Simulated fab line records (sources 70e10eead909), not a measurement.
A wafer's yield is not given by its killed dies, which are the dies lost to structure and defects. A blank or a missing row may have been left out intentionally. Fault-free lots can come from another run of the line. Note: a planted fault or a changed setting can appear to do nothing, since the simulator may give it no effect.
fab line records	flow nand-harc
record lots=11	wafers=33	last-day=33
route steps=1302 shown A_BLC@1122 END@1302
lots that met no fault: from a run of the same line without faults
start-h: hours from the record's opening day to when the first of the lot's shown wafers began	wait-h: hours elapsed since this lot's preceding step	" the same as in the row above	L1.1+2: one row covering several wafers at once	- no value, or no start given	* or withheld: withheld	< > ~ a bound
route shown NAME@n: a module of which the file shows steps, and the number in the route of the first	usual: mean/standard deviation of fault-free wafers	same: alike in all rows	chamber/n: place in a boat	sites: per-site readings	_std_site: the standard deviation of these	_edge_site: inner sites' mean taken away from outer sites' mean	radius-mm: how far each site lies from the wafer's centre	mask NAME#n: copy n	behind: the tool/chamber that last shaped the wafer	hold: the reason the lot was held/the length of the hold in hours/how it ended	device: which transistor (n, p or np) failed to switch	end of line: at the end of the route, the tests of the same wafers	step lacking rows: just its recipe	killed: not the wafer's yield, but the dies lost to structure and defects at the first sort	map: a wafer's dies, marking killed ones x, the rest . and places with no die _
set.NAME: the run value of the setting; set.NAME@STEP: its run value at that earlier step	model.NAME: the simulator's own value behind a step, which no gauge read
the route's steps for a sample of lots (tables are steps, rows are wafers)
services: when a tool's chamber went out of use (start-h, in hours from the record's first day, below 0 if earlier), for how many hours, and the reason
## steps
# step NHARC_A_BLC_ETCH_17
# recipe target-depth-a=3900	over-etch-frac=0.25	time-s=609.38	ion-energy-ev=200	n2-flow-sccm=150	h2-flow-sccm=150	ar-flow-sccm=0	rf-w=400	bias-w=150	chemistry=N2/H2
# usual drypump-motor-current-A=5.58/0.24	oes-product-au=0.999/0.0089	rf-vpp-V=431.0/2.2	showerhead-plenum-p-Torr=2.06/0.079	throttle-valve-pct=14.172/0.0085
lot.wafer	tool	chamber	start-h	wait-h	drypump-motor-current-A	oes-product-au	rf-hours-counter-h	rf-vpp-V	showerhead-plenum-p-Torr	throttle-valve-pct
L969.2	rie-diel-05	1	-	-	5.44	1.003	8	429.1	2.04	14.177
L969.3	"	2	"	"	5.58	0.994	7	432.4	2.13	14.182
L969.6	"	0	"	"	5.64	0.998	-	433.0	2.12	14.174
L970.4	rie-diel-03	3	-	-	5.57	1.008	6	430.5	2.00	14.183
L970.2	"	1	"	"	5.49	1.006	3	428.1	1.95	14.164
L970.5	"	3	"	"	5.60	1.006	-	429.0	2.00	14.177
L974.2	rie-diel-03	1	-	-	5.48	1.007	5	428.3	1.95	14.175
L974.3	"	0	"	"	5.65	1.004	8	433.0	2.16	14.167
L974.5	"	1	"	"	5.50	1.012	-	427.2	1.95	14.167
L977.4	rie-diel-03	1	-	-	5.50	1.015	11	427.6	1.95	14.176
L977.6	"	2	"	"	5.99	0.996	-	431.4	2.12	14.168
L977.5	"	3	"	"	5.63	1.004	-	430.8	2.00	14.182
L981.2	rie-diel-05	1	-	-	5.42	1.011	2	432.8	2.04	14.157
L981.6	"	0	"	"	5.65	0.990	-	431.6	2.12	14.167
L981.5	"	1	"	"	5.39	0.992	-	430.7	2.04	14.158
L979.4	rie-diel-05	0	-	-	5.66	0.993	3	432.6	2.12	14.179
L979.5	"	1	"	"	5.37	0.994	-	429.9	2.04	14.168
L979.6	"	2	"	"	5.58	0.996	-	432.4	2.13	14.162
L982.2	rie-diel-03	3	-	-	5.60	1.020	0	429.1	1.99	14.186
L982.3	"	0	"	"	5.67	1.007	0	432.2	2.16	14.174
L982.4	"	1	"	"	5.47	1.009	0	427.5	1.95	14.174
L984.3	rie-diel-01	1	-	-	4.83	1.011	40	432.7	2.06	14.162
L984.6	"	1	"	"	4.81	0.993	-	431.8	2.06	14.186
L984.5	"	2	"	"	5.94	0.999	-	426.5	1.89	14.166
L988.2	rie-diel-01	2	-	-	5.92	1.000	51	425.8	1.89	14.178
L988.3	"	3	"	"	5.19	1.008	46	426.2	1.89	14.172
L988.4	"	1	"	"	4.83	1.005	56	431.6	2.05	14.160
L989.2	rie-diel-05	0	-	-	5.65	0.996	7	434.0	2.12	14.172
L989.4	"	1	"	"	5.39	1.002	8	430.6	2.03	14.166
L989.5	"	2	"	"	5.60	0.995	-	432.7	2.13	14.169
L991.3	rie-diel-05	1	-	-	5.47	1.008	9	430.7	2.03	14.158
L991.1	"	2	"	"	5.60	0.998	9	433.7	2.13	14.162
L991.6	"	3	"	"	5.38	1.000	-	430.1	2.06	14.176
# step NHARC_A_BLC_STRIP_29
# recipe cf4-flow-sccm=150	ar-flow-sccm=0	bias-w=0	chemistry=CF4
# usual drypump-motor-current-A=5.55/0.25	oes-product-au=0.999/0.0077	rf-vpp-V=59.4/0.77	showerhead-plenum-p-Torr=1.78/0.06	throttle-valve-pct=13.283/0.0086
lot.wafer	tool	chamber	start-h	wait-h	drypump-motor-current-A	oes-product-au	rf-hours-counter-h	rf-vpp-V	showerhead-plenum-p-Torr	throttle-valve-pct
L969.3	rie-diel-01	1	528.13	0.1	4.80	0.991	45	59.2	1.80	13.275
L969.2	"	3	"	"	5.27	1.008	43	59.1	1.67	13.290
L969.6	"	1	"	"	4.81	1.000	-	59.7	1.80	13.296
L970.2	rie-diel-05	2	528.71	0.1	5.57	1.004	8	59.5	1.84	13.295
L970.4	"	3	"	"	5.42	0.989	7	60.3	1.79	13.274
L970.5	"	1	"	"	5.42	0.995	-	60.7	1.77	13.281
L974.2	rie-diel-05	0	554.01	0.1	5.66	1.012	10	59.5	1.83	13.282
L974.3	"	1	"	"	5.35	1.015	11	59.5	1.77	13.280
L974.5	"	0	"	"	5.65	1.005	-	58.8	1.83	13.274
L977.4	rie-diel-05	3	615.53	0.1	5.40	1.005	1	58.9	1.79	13.289
L977.6	"	0	"	"	5.65	0.996	-	59.7	1.83	13.291
L977.5	"	1	"	"	5.35	0.995	-	58.6	1.77	13.288
L981.2	rie-diel-05	0	640.85	0.1	5.65	1.000	3	58.9	1.83	13.283
L981.6	"	1	"	"	5.41	1.001	-	59.7	1.77	13.290
L981.5	"	2	"	"	5.59	0.992	-	58.3	1.84	13.282
L979.4	rie-diel-05	3	642.49	0.1	5.41	1.000	2	58.7	1.79	13.282
L979.6	"	0	"	"	5.65	0.990	-	59.8	1.83	13.298
L979.5	"	1	"	"	5.43	0.993	-	59.6	1.77	13.288
L982.3	rie-diel-05	1	650.39	0.1	5.33	0.996	4	60.3	1.76	13.291
L982.4	"	2	"	"	5.51	1.004	3	59.8	1.84	13.276
L982.2	"	0	"	"	5.66	1.004	4	59.6	1.83	13.257
L984.3	rie-diel-03	1	664.22	0.1	5.50	1.000	1	59.1	1.69	13.282
L984.6	"	3	"	"	5.62	1.013	-	59.0	1.73	13.277
L984.5	"	0	"	"	5.64	0.987	-	60.2	1.86	13.290
L988.4	rie-diel-05	3	704.41	0.1	5.43	0.997	6	60.1	1.78	13.290
L988.2	"	1	"	"	5.38	0.987	7	61.0	1.76	13.278
L988.3	"	2	"	"	5.63	0.994	6	59.3	1.84	13.276
L989.4	rie-diel-01	1	723.55	0.1	4.81	1.001	62	60.7	1.78	13.285
L989.2	"	2	"	"	5.90	0.993	52	59.9	1.65	13.289
L989.5	"	1	"	"	4.79	1.006	-	59.7	1.78	13.293
L991.3	rie-diel-03	2	744.28	0.1	6.00	0.998	7	59.3	1.83	13.288
L991.1	"	3	"	"	5.56	1.002	7	59.4	1.73	13.284
L991.6	"	1	"	"	5.49	1.010	-	58.5	1.69	13.281
# step NHARC_A_BLC_STRIP_21
# recipe o2-flow-sccm=500	ar-flow-sccm=0	bias-w=0	chemistry=O2
# usual drypump-motor-current-A=5.56/0.24	oes-product-au=0.999/0.008	rf-vpp-V=57.8/0.92	showerhead-plenum-p-Torr=3.55/0.12	throttle-valve-pct=17.036/0.0085
lot.wafer	tool	chamber	start-h	wait-h	drypump-motor-current-A	oes-product-au	rf-hours-counter-h	rf-vpp-V	showerhead-plenum-p-Torr	throttle-valve-pct
L969.3	rie-diel-01	0	528.23	0.1	5.66	0.999	46	58.1	3.44	17.049
L969.2	"	1	"	"	4.82	0.995	45	57.2	3.59	17.043
L969.6	"	0	"	"	5.66	0.988	-	58.4	3.44	17.031
L970.2	rie-diel-05	0	528.81	0.1	5.65	0.994	8	58.1	3.66	17.042
L970.4	"	1	"	"	5.47	0.998	8	56.6	3.53	17.029
L970.5	"	0	"	"	5.68	1.003	-	59.4	3.66	17.045
L974.3	rie-diel-05	1	554.14	0.1	5.42	0.984	11	58.6	3.53	17.029
L974.2	"	3	"	"	5.40	0.984	10	56.6	3.56	17.036
L974.5	"	1	"	"	5.42	0.995	-	56.6	3.52	17.042
L977.4	rie-diel-05	2	615.62	0.1	5.58	1.002	1	58.2	3.67	17.033
L977.5	"	0	"	"	5.65	0.985	-	58.6	3.66	17.040
L977.6	"	1	"	"	5.44	0.994	-	58.1	3.52	17.039
L981.2	rie-diel-05	0	640.94	0.1	5.67	1.003	3	57.8	3.65	17.041
L981.6	"	2	"	"	5.58	1.008	-	57.0	3.67	17.035
L981.5	"	3	"	"	5.41	1.004	-	58.9	3.56	17.041
L979.4	rie-diel-05	3	642.62	0.1	5.41	0.997	2	56.9	3.56	17.043
L979.5	"	3	"	"	5.41	0.987	-	57.0	3.56	17.033
L979.6	"	0	"	"	5.63	0.995	-	59.0	3.65	17.034
L982.3	rie-diel-05	1	650.50	0.1	5.39	0.986	4	57.3	3.52	17.042
L982.2	"	3	"	"	5.41	0.991	3	57.1	3.56	17.039
L982.4	"	0	"	"	5.65	0.992	4	57.4	3.65	17.043
L984.3	rie-diel-03	0	664.31	0.1	5.65	0.992	1	57.9	3.72	17.037
L984.6	"	3	"	"	5.62	1.010	-	56.2	3.46	17.018
L984.5	"	0	"	"	5.67	0.994	-	58.3	3.72	17.036
L988.4	rie-diel-05	3	704.53	0.1	5.39	0.995	6	59.1	3.56	17.047
L988.2	"	0	"	"	5.65	0.993	6	57.7	3.65	17.049
L988.3	"	1	"	"	5.39	0.989	7	56.9	3.52	17.037
L989.4	rie-diel-01	2	723.67	0.1	5.92	0.995	52	56.9	3.29	17.045
L989.2	"	3	"	"	5.25	0.999	53	56.9	3.30	17.027
L989.5	"	1	"	"	4.83	1.009	-	57.2	3.55	17.039
L991.1	rie-diel-03	1	744.37	0.1	5.53	1.010	7	59.0	3.38	17.028
L991.3	"	3	"	"	5.63	1.014	7	58.5	3.45	17.028
L991.6	"	2	"	"	6.03	1.009	-	58.6	3.65	17.029
# step NHARC_A_BLC_CMP_25
# recipe t-overpolish-s=30	target-thk-nm=150
# usual motor-current-A=12.0/1.5	overpolish-run-s=29.999/0.0085	slurry-filter-dp-kPa=13.50/0.13	time-to-endpoint-s=29.6/2
lot.wafer	tool	chamber	start-h	wait-h	motor-current-A	overpolish-run-s	slurry-filter-dp-kPa	time-to-endpoint-s
L969.3	cmp-01	1	529.62	0.2	10.5	30.003	13.67	28.7
L969.2	"	0	"	"	10.5	30.001	13.35	29.9
L969.6	"	1	"	"	10.4	29.995	13.28	28.8
L970.2	cmp-04	0	530.22	0.5	13.7	30.013	13.79	31.6
L970.4	"	2	"	"	14.2	29.991	13.53	29.6
L970.5	"	0	"	"	13.1	29.994	13.27	30.1
L974.3	cmp-04	3	555.55	0.2	12.2	30.007	13.60	30.9
L974.2	"	2	"	"	15.2	30.000	13.54	30.4
L974.5	"	0	"	"	12.4	29.995	13.47	28.8
L977.4	cmp-01	2	617.50	0.4	11.3	29.988	13.66	29.0
L977.6	"	0	"	"	10.3	30.012	13.41	28.7
L977.5	"	1	"	"	10.5	29.990	13.59	30.3
L981.2	cmp-01	1	642.37	0.5	10.8	29.991	13.24	30.3
L981.6	"	3	"	"	10.0	30.010	13.53	33.2
L981.5	"	0	"	"	9.9	29.998	13.35	29.7
L979.4	cmp-01	3	644.04	0.3	10.3	30.006	13.49	29.6
L979.6	"	3	"	"	10.5	30.005	13.23	25.1
L979.5	"	0	"	"	9.7	20.726	13.37	56.9
L982.2	cmp-02	0	651.97	0.4	13.8	29.998	13.49	28.5
L982.3	"	1	"	"	12.3	30.003	13.35	29.1
L982.4	"	2	"	"	9.8	30.012	13.48	28.5
L984.3	cmp-01	0	665.75	0.4	9.8	18.834	13.65	58.9
L984.5	"	2	"	"	12.0	18.046	13.50	59.6
L984.6	"	3	"	"	10.2	30.014	13.36	31.8
L988.3	cmp-02	2	705.92	0.3	10.4	29.977	13.49	31.2
L988.2	"	3	"	"	12.9	30.001	13.61	31.6
L988.4	"	1	"	"	13.3	29.990	13.47	31.4
L989.2	cmp-04	0	725.07	0.4	12.9	29.988	13.43	35.2
L989.4	"	1	"	"	12.8	29.988	13.41	28.1
L989.5	"	1	"	"	13.3	29.996	13.46	31.3
L991.3	cmp-04	0	745.79	0.3	13.4	30.000	13.48	29.8
L991.1	"	1	"	"	12.6	30.003	13.64	27.5
L991.6	"	0	"	"	13.1	29.989	13.38	34.1
# step NHARC_END_SORT_01
# recipe temp-c=25
# usual killed-at-array=59/17	killed-at-other=0.7/0.9	killed-at-periphery=3.6/2.3	killed-dies=63/18	killed-open=3.4/1.9	killed-short=2.6/1.7
# same gross-dies=677
lot.wafer	tool	chamber	start-h	wait-h	killed-at-array	killed-at-other	killed-at-periphery	killed-dies	killed-open	killed-short
L974.2	prober-01	0	598.96	2.8	76	1	2	79	3	4
L974.3	prober-01	0	599.76	3.1	86	2	1	89	3	9
L974.5	prober-01	0	601.36	3.7	63	2	0	65	2	0
L977.4	prober-01	0	660.47	3.4	79	1	7	87	3	4
L977.5	prober-01	0	661.28	3.7	92	2	6	100	6	2
L977.6	prober-01	0	662.08	4.0	86	0	7	93	3	2
L979.4	prober-02	0	685.11	3.4	33	0	3	36	0	1
L979.5	prober-02	0	685.91	3.7	39	0	0	39	4	2
L979.6	prober-02	0	686.71	4.0	44	0	3	47	9	2
L988.2	prober-02	0	745.22	2.8	55	0	7	62	1	1
L988.3	prober-02	0	746.01	3.1	51	2	7	60	7	2
L988.4	prober-02	0	746.81	3.4	46	0	4	50	0	1
L991.1	prober-01	0	791.19	2.5	29	3	4	36	7	2
L991.3	prober-01	0	792.79	3.1	32	2	4	38	7	2
L991.6	prober-01	0	795.20	4.0	35	1	3	39	1	3
# killed by level:class
L974.2 A_CHANNEL_HOLE_D1:chamber-film-flake=32 A_SLIT:chamber-film-flake=17 A_CHANNEL_HOLE_D2:chamber-film-flake=12 A_STAIRCASE:chamber-film-flake=4 A_WL_FILL:geometric-particle:short=2 P_CONTACT:geometric-particle:open=1 P_M0:geometric-particle:open=1 A_ONON_D1:geometric-particle:short=1
L974.3 A_CHANNEL_HOLE_D1:chamber-film-flake=35 A_SLIT:chamber-film-flake=28 A_CHANNEL_HOLE_D2:chamber-film-flake=9 A_WL_FILL:geometric-particle:short=5 A_ONON_D2:geometric-particle:short=2 THIN_TSV:chamber-film-flake=2 P_CONTACT:geometric-particle:open=1 A_CHANNEL_FILL_D1:geometric-particle:open=1
L974.5 A_CHANNEL_HOLE_D1:chamber-film-flake=24 A_SLIT:chamber-film-flake=19 A_CHANNEL_HOLE_D2:chamber-film-flake=9 A_STAIRCASE:chamber-film-flake=3 A_ZERO_WELL:chamber-film-flake=2 A_CHANNEL_FILL_D1:chamber-film-flake=2 THIN_TSV:chamber-film-flake=2 A_CONTACT:geometric-particle:open=1
L977.4 A_CHANNEL_HOLE_D1:chamber-film-flake=34 A_SLIT:chamber-film-flake=24 A_CHANNEL_HOLE_D2:chamber-film-flake=10 P_CONTACT:chamber-film-flake=3 A_ONON_D2:geometric-particle:short=2 A_BLC:geometric-particle:open=2 A_STAIRCASE:chamber-film-flake=2 A_CONTACT:chamber-film-flake=2
L977.5 A_CHANNEL_HOLE_D1:chamber-film-flake=43 A_SLIT:chamber-film-flake=22 A_CHANNEL_HOLE_D2:chamber-film-flake=14 A_CONTACT:chamber-film-flake=3 A_CHANNEL_FILL_D2:geometric-particle:open=2 P_ZERO_WELL:chamber-film-flake=2 P_CONTACT:chamber-film-flake=2 A_M1:chamber-film-flake=2
L977.6 A_CHANNEL_HOLE_D1:chamber-film-flake=29 A_SLIT:chamber-film-flake=28 A_CHANNEL_HOLE_D2:chamber-film-flake=16 A_CONTACT:chamber-film-flake=5 P_ZERO_WELL:chamber-film-flake=4 P_CONTACT:chamber-film-flake=3 A_M1:chamber-film-flake=3 A_ONON_D1:geometric-particle:open=1
L979.4 A_CHANNEL_HOLE_D2:chamber-film-flake=14 A_CONTACT:chamber-film-flake=8 A_SLIT:chamber-film-flake=4 A_CHANNEL_HOLE_D1:chamber-film-flake=3 P_ZERO_WELL:chamber-film-flake=2 A_CHANNEL_FILL_D2:geometric-particle:short=1 P_GATE:chamber-film-flake=1 A_ZERO_WELL:chamber-film-flake=1
L979.5 A_CHANNEL_HOLE_D2:chamber-film-flake=16 A_CHANNEL_HOLE_D1:chamber-film-flake=5 A_CHANNEL_FILL_D2:chamber-film-flake=3 A_CONTACT:chamber-film-flake=3 A_SLIT:chamber-film-flake=2 A_ONON_D2:geometric-particle:open=1 A_SOURCE_PLATE:geometric-particle:open=1 A_SOURCE_PLATE:geometric-particle:short=1
L979.6 A_CHANNEL_HOLE_D2:chamber-film-flake=17 A_CHANNEL_HOLE_D1:chamber-film-flake=7 A_CONTACT:chamber-film-flake=5 A_STAIRCASE:chamber-film-flake=4 P_M0:geometric-particle:open=2 A_ONON_D2:geometric-particle:open=2 A_WL_FILL:geometric-particle:open=2 A_SLIT:chamber-film-flake=2
L988.2 A_CHANNEL_HOLE_D2:chamber-film-flake=26 A_CHANNEL_HOLE_D1:chamber-film-flake=17 A_SLIT:chamber-film-flake=7 P_CONTACT:chamber-film-flake=4 P_GATE:chamber-film-flake=2 A_CHANNEL_HOLE_D2:geometric-particle:short=1 A_SGD_CUT:geometric-particle:open=1 P_STI:chamber-film-flake=1
L988.3 A_CHANNEL_HOLE_D2:chamber-film-flake=25 A_CHANNEL_HOLE_D1:chamber-film-flake=11 A_M0:geometric-particle:open=3 P_GATE:chamber-film-flake=3 P_CONTACT:chamber-film-flake=3 A_CHANNEL_FILL_D1:geometric-particle:open=2 A_SLIT:chamber-film-flake=2 A_WL_FILL:chamber-film-flake=2
L988.4 A_CHANNEL_HOLE_D2:chamber-film-flake=24 A_SLIT:chamber-film-flake=8 A_CHANNEL_HOLE_D1:chamber-film-flake=7 P_CONTACT:chamber-film-flake=3 A_CONTACT:chamber-film-flake=3 A_STAIRCASE:geometric-particle:short=1 P_STI:chamber-film-flake=1 A_CHANNEL_FILL_D1:chamber-film-flake=1
L991.1 A_CHANNEL_HOLE_D1:chamber-film-flake=15 THIN_TSV:chamber-film-flake=3 A_CHANNEL_FILL_D1:chamber-film-flake=2 A_SLIT:chamber-film-flake=2 P_CONTACT:geometric-particle:open=1 P_M1:geometric-particle:short=1 A_CHANNEL_FILL_D1:geometric-particle:open=1 A_DECK1_JOINT:geometric-particle:open=1
L991.3 A_CHANNEL_HOLE_D1:chamber-film-flake=16 A_SLIT:chamber-film-flake=5 A_M0:geometric-particle:open=2 A_CONTACT:chamber-film-flake=2 THIN_TSV:chamber-film-flake=2 P_CONTACT:geometric-particle:short=1 P_M0:geometric-particle:open=1 A_SOURCE_PLATE:geometric-particle:open=1
L991.6 A_CHANNEL_HOLE_D1:chamber-film-flake=19 A_SLIT:chamber-film-flake=9 A_ONON_D2:geometric-particle:short=2 P_GATE:chamber-film-flake=2 A_CHANNEL_HOLE_D2:chamber-film-flake=2 A_CHANNEL_FILL_D2:geometric-particle:open=1 P_STI:chamber-film-flake=1 STARTING-WAFER:geometric-particle:short=1
## services
tool	chamber	start-h	hours	kind
rie-diel-03	2	513.03	1.7	repair
rie-diel-01	0	534.48	5.9	repair
rie-diel-05	2	540.92	19.4	repair
rie-diel-01	3	553.19	17.0	repair
rie-diel-01	-	558.35	9.0	pm
cmp-04	-	568.24	1.0	repair
rie-diel-05	0	571.34	4.4	repair
rie-diel-01	3	573.93	2.5	repair
rie-diel-05	2	576.37	7.3	repair
cmp-01	-	577.78	4.0	pm
rie-diel-03	3	578.82	7.4	repair
rie-diel-05	-	583.60	9.0	pm
cmp-04	-	601.18	4.0	pm
rie-diel-01	-	607.45	0.6	repair
rie-diel-05	3	628.01	9.5	repair
rie-diel-03	-	635.32	9.0	pm
cmp-04	-	657.15	0.9	repair
rie-diel-05	0	664.91	12.7	repair
cmp-01	-	675.78	4.0	pm
cmp-04	-	681.07	2.2	repair
cmp-04	-	699.18	4.0	pm
rie-diel-01	2	703.90	7.9	repair
rie-diel-03	2	724.16	7.3	repair
rie-diel-01	-	735.35	9.0	pm
## key
first-sign step=NHARC_A_BLC_CMP_25	reading=overpolish-run-s	direction=down	sigmas=99+	usual=29.999	struck=19.202
effect step=NHARC_A_BLC_CMP_25	reading=time-to-endpoint-s	direction=up	sigmas=14	usual=*	struck=*
met-at NHARC_A_BLC_CMP_25
struck-lots L979,L984
struck-wafers L979.5,L984.3,L984.5
tester-left-out L979,L984
not-acting-at NHARC_A_BLC_ETCH_17,NHARC_A_BLC_STRIP_29,NHARC_A_BLC_STRIP_21
onset-between 642.37 644.04
fault kind=process-parameter-drift	tool=cmp-01	chamber=-	onset-h=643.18	steps=NHARC_A_BLC_CMP_25	channel=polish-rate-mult	offset=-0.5	shape=step	end-h=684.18	scope=struck-wafers-only
# tester-left-out: of these lots the tester's yield and bins aren't shown, on N5 and GAA mostly nor the transistor test; their killed dies are dies lost to structure and defects alone, not to doping, threshold or leakage, so they don't give the yield
